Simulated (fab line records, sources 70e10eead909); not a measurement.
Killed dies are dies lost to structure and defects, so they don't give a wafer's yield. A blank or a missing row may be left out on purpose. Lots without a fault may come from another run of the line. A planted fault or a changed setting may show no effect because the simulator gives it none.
fab line records | flow nand_harc | part 1 of 2: steps 1 to 23 of 31
record lots=5 wafers=15 last_day=31
route steps=1302 shown A_CONTACT@988
lots that met no fault: from a run of the same line without faults
start_h: hours from the record's first day to the start of the lot's first wafer shown | wait_h: hours since the lot's step before | " the same as in the row above | L1.1+2: a row that stands for several wafers | - no value, or no start given | * or withheld: withheld | < > ~ a bound
route shown NAME@n: a module of which the file shows steps, and the number in the route of the first | usual: mean/standard deviation of fault-free wafers | same: alike in all rows | chamber/n: place in a boat | sites: the reading at each site | _std_site: their standard deviation | _edge_site: outer sites' mean less inner sites' | radius_mm: how far each site lies from the wafer's centre | mask NAME#n: copy n | behind: the tool/chamber that last shaped the wafer | hold: why the lot was held/for how many hours/how that ended | device: the transistor (n, p or np) that didn't switch | end of line: the same wafers' tests at the end of the route | a step without rows: its recipe alone | killed: dies lost to structure and defects at the first sort, not the wafer's yield | map: a wafer's dies, x killed, . not, _ none there
set.NAME: the setting as run; set.NAME@STEP: as run at that earlier step | model.NAME: the simulator's own value behind a step, which no gauge read
lots at some steps of the route; a table a step, a row a wafer
services: from which hour (start_h, from the record's first day; less than 0 if before it) a tool's chamber was out of use, for how many hours, and why
## steps
# step NHARC_A_CONTACT_HMDS_33
# recipe time_s=30
# columns lot.wafer tool chamber start_h wait_h
L077.1+3+4 litho_track-04 0 - -
L083.1+3+6 litho_track-04 0 - -
L087.4+5+6 litho_track-01 0 - -
L088.4+5+6 litho_track-04 0 - -
L093.1+4+6 litho_track-04 0 - -
# step NHARC_A_CONTACT_COAT_34
# recipe temp_c=260 time_s=75
# usual plate_temp_C=259.96/0.18
# columns lot.wafer tool chamber start_h wait_h plate_temp_C
L077.1 litho_track-04 0 - - 260.16
L077.3 " 0 " " 260.27
L077.4 " 0 " " 260.26
L083.1 litho_track-04 0 - - 259.95
L083.3 " 0 " " 260.16
L083.6 " 0 " " 259.87
L087.4 litho_track-01 0 - - 259.92
L087.5 " 0 " " 259.96
L087.6 " 0 " " 260.11
L088.4 litho_track-04 0 - - 260.57
L088.5 " 0 " " 260.32
L088.6 " 0 " " 260.15
L093.1 litho_track-04 0 - - 260.34
L093.4 " 0 " " 260.01
L093.6 " 0 " " 259.86
# step NHARC_A_CONTACT_COAT_35
# recipe temp_c=225 time_s=65
# usual plate_temp_C=225.02/0.15
# columns lot.wafer tool chamber start_h wait_h plate_temp_C
L077.1 litho_track-04 0 - - 225.17
L077.3 " 0 " " 224.96
L077.4 " 0 " " 224.95
L083.1 litho_track-04 0 - - 225.11
L083.3 " 0 " " 225.12
L083.6 " 0 " " 225.07
L087.4 litho_track-01 0 - - 225.15
L087.5 " 0 " " 225.15
L087.6 " 0 " " 225.06
L088.4 litho_track-04 0 - - 225.10
L088.5 " 0 " " 225.01
L088.6 " 0 " " 224.96
L093.1 litho_track-04 0 - - 224.99
L093.4 " 0 " " 224.90
L093.6 " 0 " " 225.03
# step NHARC_A_CONTACT_COAT_36
# recipe spin_rpm=1500 resist_thk_nm=90
# columns lot.wafer tool chamber start_h wait_h
L077.1+3+4 litho_track-04 0 - -
L083.1+3+6 litho_track-04 0 - -
L087.4+5+6 litho_track-01 0 - -
L088.4+5+6 litho_track-04 0 - -
L093.1+4+6 litho_track-04 0 - -
# step NHARC_A_CONTACT_SOFTBAKE_37
# recipe temp_c=105 time_s=55
# usual plate_temp_C=104.98/0.12
# columns lot.wafer tool chamber start_h wait_h plate_temp_C
L077.1 litho_track-04 0 - - 105.24
L077.3 " 0 " " 105.13
L077.4 " 0 " " 104.99
L083.1 litho_track-04 0 - - 104.74
L083.3 " 0 " " 104.99
L083.6 " 0 " " 104.95
L087.4 litho_track-01 0 - - 105.00
L087.5 " 0 " " 104.93
L087.6 " 0 " " 105.17
L088.4 litho_track-04 0 - - 104.97
L088.5 " 0 " " 104.93
L088.6 " 0 " " 104.87
L093.1 litho_track-04 0 - - 104.99
L093.4 " 0 " " 105.00
L093.6 " 0 " " 105.17
# step NHARC_A_CONTACT_EBR_38
# columns lot.wafer tool chamber start_h wait_h
L077.1+3+4 litho_track-04 0 - -
L083.1+3+6 litho_track-04 0 - -
L087.4+5+6 litho_track-01 0 - -
L088.4+5+6 litho_track-04 0 - -
L093.1+4+6 litho_track-04 0 - -
# step NHARC_A_CONTACT_EXPOSE_39
# recipe na=1.35 sigma_outer=0.8 dose_mj=58.79 mask_id=A_CC_3
# same na=1.35
# columns lot.wafer tool chamber start_h wait_h mask
L077.1+3+4 arfi_scanner-02 0 510.76 - A_CC_3#0
L083.1+3+6 arfi_scanner-03 0 563.55 - A_CC_3#0
L087.4+5+6 arfi_scanner-02 0 634.69 - A_CC_3#0
L088.4+5+6 arfi_scanner-03 0 645.96 - A_CC_3#0
L093.1+4+6 arfi_scanner-01 0 658.80 - A_CC_3#0
# step NHARC_A_CONTACT_PEB_40
# recipe peb_temp_c=100 peb_time_s=65
# usual plate_temp_C=100.01/0.14
# same peb_time_s=65
# columns lot.wafer tool chamber start_h wait_h plate_temp_C
L077.1 litho_track-04 0 510.82 0.1 100.13
L077.3 " 0 " " 100.02
L077.4 " 0 " " 99.90
L083.1 litho_track-06 0 563.61 0.1 100.15
L083.3 " 0 " " 100.17
L083.6 " 0 " " 99.94
L087.4 litho_track-04 0 634.74 0.0 100.14
L087.5 " 0 " " 100.21
L087.6 " 0 " " 99.90
L088.4 litho_track-01 0 646.01 0.0 99.92
L088.5 " 0 " " 99.89
L088.6 " 0 " " 100.12
L093.1 litho_track-04 0 658.86 0.1 99.74
L093.4 " 0 " " 100.08
L093.6 " 0 " " 99.92
# step NHARC_A_CONTACT_DEVELOP_41
# recipe develop_time_s=35 dev_temp_c=23
# columns lot.wafer tool chamber start_h wait_h
L077.1+3+4 litho_track-04 0 - -
L083.1+3+6 litho_track-06 0 - -
L087.4+5+6 litho_track-04 0 - -
L088.4+5+6 litho_track-01 0 - -
L093.1+4+6 litho_track-04 0 - -
# step NHARC_A_CONTACT_CD_MEAS_42
# recipe target_cd_nm=300 landing_energy_ev=500
# usual cd_nm=300.0/0.4
# columns lot.wafer tool chamber start_h wait_h cd_nm
L077.1 cd_sem-03 0 510.90 - 300.1
L077.3 " 0 " " 300.2
L077.4 " 0 " " 300.1
L083.1 cd_sem-03 0 563.69 - 299.9
L083.3 " 0 " " 299.9
L083.6 " 0 " " 300.2
L087.4 cd_sem-03 0 634.82 - 299.8
L087.5 " 0 " " 300.0
L087.6 " 0 " " 299.4
L088.4 cd_sem-03 0 646.10 - 300.6
L088.5 " 0 " " 300.2
L088.6 " 0 " " 300.0
L093.1 cd_sem-02 0 658.94 - 299.7
L093.4 " 0 " " 299.6
L093.6 " 0 " " 300.1
# step NHARC_A_CONTACT_OVL_MEAS_43
# usual overlay_x_nm=-0.6/0.88 overlay_y_nm=-0.2/0.74
# columns lot.wafer tool chamber start_h wait_h overlay_x_nm overlay_y_nm
L077.1 overlay-02 - 510.99 - -0.8 -0.5
L077.3 " - " " -0.4 0.1
L077.4 " - " " -0.5 -0.3
L083.1 overlay-01 - 563.78 - -1.8 0.0
L083.3 " - " " -2.0 0.4
L083.6 " - " " -1.6 -0.3
L087.4 overlay-01 - 634.91 - -1.7 -0.7
L087.5 " - " " -1.2 -0.6
L087.6 " - " " -1.4 -0.6
L088.4 overlay-01 - 646.18 - -1.5 0.6
L088.5 " - " " -1.9 0.0
L088.6 " - " " -1.9 -0.1
L093.1 overlay-01 - 659.03 - -0.3 -0.8
L093.4 " - " " -0.9 -0.4
L093.6 " - " " -0.1 -0.5
# step NHARC_A_CONTACT_INSPECT_44
# usual raw_defect_count=80/34
# columns lot.wafer tool chamber start_h wait_h raw_defect_count
L077.1 defect_inspect-02 - 511.03 0.0 122
L077.3 " - " " 116
L077.4 " - " " 117
L083.1 defect_inspect-02 - 563.81 0.0 86
L083.3 " - " " 66
L083.6 " - " " 72
L087.4 defect_inspect-01 - 634.94 0.0 23
L087.5 " - " " 27
L087.6 " - " " 23
L088.4 defect_inspect-02 - 646.22 0.0 16
L088.5 " - " " 20
L088.6 " - " " 36
L093.1 defect_inspect-01 - 659.07 0.0 114
L093.4 " - " " 126
L093.6 " - " " 95
# step NHARC_A_CONTACT_DESCUM_47
# recipe time_s=3 o2_flow_sccm=200 ar_flow_sccm=0 bias_power_w=0 chemistry=O2
# usual drypump_motor_current_A=5.9/0.41 oes_product_au=0.999/0.0075 rf_vpp_V=57.9/0.94 showerhead_plenum_p_Torr=1.93/0.065 throttle_valve_pct=11.311/0.0089
# columns lot.wafer tool chamber start_h wait_h drypump_motor_current_A oes_product_au rf_hours_counter_h rf_vpp_V showerhead_plenum_p_Torr throttle_valve_pct
L077.3 rie_diel-12 0 511.09 0.1 5.0 1.013 17 58.8 1.85 11.312
L077.4 " 1 " " 5.5 0.989 13 58.3 1.95 11.312
L077.1 " 3 " " 6.1 0.990 18 56.7 1.85 11.309
L083.3 rie_diel-07 3 563.87 0.1 5.6 1.004 13 58.5 2.01 11.311
L083.1 " 1 " " 5.9 0.997 13 58.4 1.98 11.305
L083.6 " 3 " " 5.6 0.998 - 56.9 2.01 11.309
L087.4 rie_diel-07 0 635.00 0.1 6.3 0.989 22 56.5 1.82 11.314
L087.6 " 0 " " 6.3 0.999 - 57.6 1.82 11.282
L087.5 " 1 " " 5.9 1.001 - 58.1 1.98 11.322
L088.4 rie_diel-07 3 646.27 0.1 5.6 0.989 24 58.2 2.01 11.311
L088.6 " 3 " " 5.6 0.996 - 59.5 2.01 11.299
L088.5 " 0 " " 6.3 1.000 - 57.0 1.82 11.300
L093.4 rie_diel-11 1 659.13 0.1 6.2 1.011 17 57.1 1.97 11.313
L093.1 " 3 " " 5.0 1.005 16 57.4 1.87 11.302
L093.6 " 2 " " 6.1 1.004 - 56.3 1.94 11.336
# step NHARC_A_CONTACT_ETCH_48
# recipe target_depth_a=390 over_etch_frac=0.3 time_s=65 ion_energy_ev=80 cf4_flow_sccm=150 ar_flow_sccm=0 rf_w=300 bias_w=100 chemistry=CF4
# usual drypump_motor_current_A=5.9/0.41 oes_product_au=0.996/0.0086 rf_vpp_V=151.4/1.1 showerhead_plenum_p_Torr=1.78/0.057 throttle_valve_pct=13.284/0.0098
# columns lot.wafer tool chamber start_h wait_h drypump_motor_current_A oes_product_au rf_hours_counter_h rf_vpp_V showerhead_plenum_p_Torr throttle_valve_pct
L077.3 rie_diel-12 2 511.17 0.1 5.4 0.988 17 152.2 1.81 13.298
L077.1 " 3 " " 6.1 0.982 18 151.2 1.71 13.278
L077.4 " 0 " " 5.0 0.991 17 152.0 1.72 13.291
L083.1 rie_diel-07 2 563.96 0.1 6.1 1.001 13 152.0 1.79 13.281
L083.3 " 3 " " 5.6 0.995 13 152.8 1.85 13.286
L083.6 " 2 " " 6.1 0.997 - 151.3 1.79 13.278
L087.4 rie_diel-07 2 635.10 0.1 6.1 1.005 22 151.8 1.79 13.286
L087.5 " 0 " " 6.3 1.001 - 150.5 1.69 13.279
L087.6 " 1 " " 5.9 1.000 - 151.8 1.83 13.279
L088.4 rie_diel-07 0 646.37 0.1 6.3 0.976 23 150.2 1.69 13.280
L088.5 " 2 " " 6.1 1.000 - 152.2 1.79 13.278
L088.6 " 3 " " 5.6 0.995 - 152.7 1.85 13.295
L093.1 rie_diel-11 3 659.21 0.1 5.0 1.000 16 151.9 1.73 13.274
L093.4 " 2 " " 6.1 1.000 17 152.3 1.79 13.291
L093.6 " 0 " " 6.3 1.013 - 152.3 1.80 13.294
# step NHARC_A_CONTACT_ETCH_49
# recipe target_depth_a=2600 over_etch_frac=0.3 time_s=475.3 ion_energy_ev=200 n2_flow_sccm=150 h2_flow_sccm=150 ar_flow_sccm=0 rf_w=400 bias_w=150 chemistry=N2/H2
# usual drypump_motor_current_A=5.8/0.43 n2_flow_sccm=149.9/0.44 oes_product_au=0.998/0.0078 rf_vpp_V=430.9/2.1 showerhead_plenum_p_Torr=2.05/0.07 throttle_valve_pct=14.172/0.0089
# columns lot.wafer tool chamber start_h wait_h drypump_motor_current_A n2_flow_sccm oes_product_au rf_hours_counter_h rf_vpp_V showerhead_plenum_p_Torr throttle_valve_pct
L077.3 rie_diel-12 0 - - 5.0 149.1 0.985 17 426.9 1.97 14.173
L077.4 " 1 " " 5.5 149.6 1.004 13 432.7 2.08 14.183
L077.1 " 2 " " 5.4 149.8 0.980 17 431.8 2.09 14.160
L083.3 rie_diel-07 0 - - 6.3 149.3 1.001 13 427.7 1.94 14.172
L083.1 " 3 " " 5.6 150.0 1.004 13 434.0 2.15 14.178
L083.6 " 0 " " 6.3 150.3 1.002 - 428.6 1.94 14.176
L087.4 rie_diel-07 1 - - 5.9 149.6 0.996 22 432.4 2.11 14.167
L087.5 " 1 " " 5.9 150.2 1.000 - 431.3 2.11 14.175
L087.6 " 2 " " 6.1 149.9 1.000 - 430.4 2.06 14.178
L088.4 rie_diel-07 3 - - 5.6 150.0 1.004 24 433.4 2.14 14.169
L088.5 " 3 " " 5.6 150.3 1.002 - 433.8 2.14 14.166
L088.6 " 0 " " 6.3 149.9 1.011 - 426.5 1.93 14.167
L093.1 rie_diel-11 1 - - 6.2 150.0 1.014 17 433.4 2.10 14.175
L093.4 " 0 " " 6.3 150.0 1.006 17 431.8 2.08 14.167
L093.6 " 1 " " 6.2 149.8 1.006 - 431.4 2.10 14.173
# step NHARC_A_CONTACT_ETCH_50
# recipe target_depth_a=1210 time_s=60.5 cf4_flow_sccm=100 chf3_flow_sccm=30 ar_flow_sccm=0 rf_w=500 bias_w=200 chemistry=CF4/CHF3
# usual drypump_motor_current_A=5.8/0.44 oes_product_au=0.950/0.025 rf_vpp_V=370.9/1.7 showerhead_plenum_p_Torr=1.58/0.049 throttle_valve_pct=16.802/0.0084
# columns lot.wafer tool chamber start_h wait_h drypump_motor_current_A oes_product_au rf_hours_counter_h rf_vpp_V showerhead_plenum_p_Torr throttle_valve_pct
L077.3 rie_diel-12 1 - - 5.5 0.967 14 371.6 1.60 16.801
L077.4 " 2 " " 5.4 0.972 17 371.5 1.61 16.782
L077.1 " 3 " " 6.1 0.974 18 369.2 1.52 16.811
L083.3 rie_diel-07 1 - - 5.9 0.979 14 372.5 1.63 16.805
L083.1 " 3 " " 5.6 0.957 13 374.5 1.65 16.811
L083.6 " 0 " " 6.3 0.952 - 368.9 1.50 16.812
L087.4 rie_diel-07 0 - - 6.3 0.950 22 368.6 1.50 16.810
L087.6 " 3 " " 5.6 0.966 - 373.6 1.65 16.801
L087.5 " 0 " " 6.3 0.955 - 368.7 1.50 16.795
L088.4 rie_diel-07 2 - - 6.1 0.923 24 370.6 1.59 16.804
L088.5 " 1 " " 5.9 0.922 - 371.4 1.63 16.791
L088.6 " 2 " " 6.1 0.925 - 371.1 1.59 16.793
L093.1 rie_diel-11 2 - - 6.1 0.970 17 372.0 1.59 16.798
L093.4 " 0 " " 6.3 0.990 17 371.8 1.60 16.811
L093.6 " 2 " " 6.1 0.963 - 372.0 1.59 16.806
# step NHARC_A_CONTACT_ETCH_51
# recipe target_depth_a=70000 over_etch_frac=0.3 time_s=1820 ion_energy_ev=150 o2_flow_sccm=400 cos_flow_sccm=20 ar_flow_sccm=0 rf_w=500 bias_w=300 chemistry=O2/COS
# usual drypump_motor_current_A=5.9/0.43 oes_product_au=1.000/0.0076 rf_vpp_V=314.4/1.6 showerhead_plenum_p_Torr=3.14/0.1 throttle_valve_pct=28.330/0.0095
# columns lot.wafer tool chamber start_h wait_h drypump_motor_current_A oes_product_au rf_hours_counter_h rf_vpp_V showerhead_plenum_p_Torr throttle_valve_pct
L077.3 rie_diel-12 3 - - 6.1 0.990 19 313.0 3.02 28.341
L077.1 " 0 " " 5.0 0.998 18 314.7 3.03 28.310
L077.4 " 1 " " 5.5 0.994 14 315.1 3.18 28.335
L083.3 rie_diel-07 2 - - 6.1 1.002 14 315.4 3.16 28.311
L083.1 " 1 " " 5.9 1.004 14 314.3 3.23 28.318
L083.6 " 2 " " 6.1 1.002 - 315.3 3.16 28.329
L087.4 rie_diel-07 2 - - 6.1 0.994 23 315.2 3.15 28.325
L087.5 " 2 " " 6.1 1.007 - 314.3 3.15 28.332
L087.6 " 3 " " 5.6 0.995 - 317.7 3.27 28.321
L088.4 rie_diel-07 3 - - 5.6 0.994 25 316.6 3.27 28.336
L088.6 " 3 " " 5.6 0.991 - 315.2 3.27 28.327
L088.5 " 0 " " 6.3 1.004 - 313.3 2.97 28.326
L093.4 rie_diel-11 3 - - 5.0 0.994 16 313.9 3.05 28.349
L093.1 " 0 " " 6.3 1.006 17 314.1 3.17 28.325
L093.6 " 1 " " 6.2 1.006 - 314.2 3.20 28.336
# step NHARC_A_CONTACT_ETCH_111
# recipe source_w=withheld pressure_mtorr=20 bias_v=withheld time_s=140 target_depth_a=7000 ar_flow_sccm=withheld c4f8_flow_sccm=withheld o2_flow_sccm=withheld chemistry=C4F8/O2/Ar
# columns lot.wafer tool chamber start_h wait_h rf_hours_counter_h
L077.1 har_cap_etch-03 1 512.93 - 43
L077.3 " 1 " " -
L077.4 " 0 " " -
L083.1 har_cap_etch-03 1 565.70 - 49
L083.3 " 1 " " -
L083.6 " 0 " " -
L087.4 har_cap_etch-02 0 636.96 - -
L087.6 " 1 " " -
L087.5 " 0 " " -
L088.4 har_cap_etch-01 1 648.16 - -
L088.6 " 1 " " -
L088.5 " 0 " " -
L093.1 har_cap_etch-01 0 660.95 - 22
L093.4 " 0 " " -
L093.6 " 0 " " -
# step NHARC_A_CONTACT_ETCH_112
# recipe source_w=withheld pressure_mtorr=20 bias_v=3000 time_s=190 target_depth_a=18500 ar_flow_sccm=withheld c4f8_flow_sccm=withheld o2_flow_sccm=withheld chemistry=C4F8/O2/Ar
# columns lot.wafer tool chamber start_h wait_h rf_hours_counter_h
L077.1 har_cap_etch-03 1 513.20 0.2 43
L077.3 " 1 " " -
L077.4 " 0 " " -
L083.1 har_cap_etch-03 1 565.90 0.2 50
L083.3 " 1 " " -
L083.6 " 0 " " -
L087.4 har_cap_etch-02 0 637.21 0.2 -
L087.6 " 1 " " -
L087.5 " 0 " " -
L088.4 har_cap_etch-01 1 648.35 0.2 -
L088.6 " 1 " " -
L088.5 " 0 " " -
L093.1 har_cap_etch-01 0 661.15 0.2 22
L093.4 " 0 " " -
L093.6 " 0 " " -
# step NHARC_A_CONTACT_ETCH_113
# recipe source_w=withheld pressure_mtorr=20 bias_v=3000 time_s=190 target_depth_a=18500 ar_flow_sccm=withheld c4f8_flow_sccm=withheld o2_flow_sccm=withheld chemistry=C4F8/O2/Ar
# columns lot.wafer tool chamber start_h wait_h rf_hours_counter_h
L077.1 har_cap_etch-03 1 513.42 0.2 43
L077.3 " 1 " " -
L077.4 " 0 " " -
L083.1 har_cap_etch-03 1 566.07 0.1 50
L083.3 " 1 " " -
L083.6 " 0 " " -
L087.4 har_cap_etch-02 0 637.44 0.2 -
L087.6 " 1 " " -
L087.5 " 0 " " -
L088.4 har_cap_etch-01 1 648.52 0.1 -
L088.6 " 1 " " -
L088.5 " 0 " " -
L093.1 har_cap_etch-01 0 661.32 0.1 22
L093.4 " 0 " " -
L093.6 " 0 " " -
# step NHARC_A_CONTACT_ETCH_114
# recipe source_w=withheld pressure_mtorr=20 bias_v=3000 time_s=190 target_depth_a=18500 ar_flow_sccm=withheld c4f8_flow_sccm=withheld o2_flow_sccm=withheld chemistry=C4F8/O2/Ar
# columns lot.wafer tool chamber start_h wait_h rf_hours_counter_h
L077.1 har_cap_etch-03 1 513.65 0.2 43
L077.3 " 1 " " -
L077.4 " 0 " " -
L083.1 har_cap_etch-03 1 566.24 0.1 50
L083.3 " 1 " " -
L083.6 " 0 " " -
L087.4 har_cap_etch-02 0 637.66 0.2 -
L087.6 " 1 " " -
L087.5 " 0 " " -
L088.4 har_cap_etch-01 1 648.69 0.1 -
L088.6 " 1 " " -
L088.5 " 0 " " -
L093.1 har_cap_etch-01 0 661.49 0.1 23
L093.4 " 0 " " -
L093.6 " 0 " " -
# step NHARC_A_CONTACT_ETCH_115
# recipe source_w=withheld pressure_mtorr=20 bias_v=3000 time_s=190 target_depth_a=18500 ar_flow_sccm=withheld c4f8_flow_sccm=withheld o2_flow_sccm=withheld chemistry=C4F8/O2/Ar
# columns lot.wafer tool chamber start_h wait_h rf_hours_counter_h
L077.1 har_cap_etch-03 1 513.88 0.2 43
L077.3 " 1 " " -
L077.4 " 0 " " -
L083.1 har_cap_etch-03 1 566.41 0.1 50
L083.3 " 1 " " -
L083.6 " 0 " " -
L087.4 har_cap_etch-02 0 637.89 0.2 -
L087.6 " 1 " " -
L087.5 " 0 " " -
L088.4 har_cap_etch-01 1 648.85 0.1 -
L088.6 " 1 " " -
L088.5 " 0 " " -
L093.1 har_cap_etch-01 0 661.67 0.1 23
L093.4 " 0 " " -
L093.6 " 0 " " -
# step NHARC_A_CONTACT_ETCH_116
# recipe source_w=withheld pressure_mtorr=20 bias_v=3000 time_s=190 target_depth_a=18500 ar_flow_sccm=withheld c4f8_flow_sccm=withheld o2_flow_sccm=withheld chemistry=C4F8/O2/Ar
# columns lot.wafer tool chamber start_h wait_h rf_hours_counter_h
L077.1 har_cap_etch-03 1 514.11 0.2 44
L077.3 " 1 " " -
L077.4 " 0 " " -
L083.1 har_cap_etch-03 1 566.58 0.1 50
L083.3 " 1 " " -
L083.6 " 0 " " -
L087.4 har_cap_etch-02 0 638.12 0.2 -
L087.6 " 1 " " -
L087.5 " 0 " " -
L088.4 har_cap_etch-01 1 649.02 0.1 -
L088.6 " 1 " " -
L088.5 " 0 " " -
L093.1 har_cap_etch-01 0 661.84 0.1 23
L093.4 " 0 " " -
L093.6 " 0 " " -
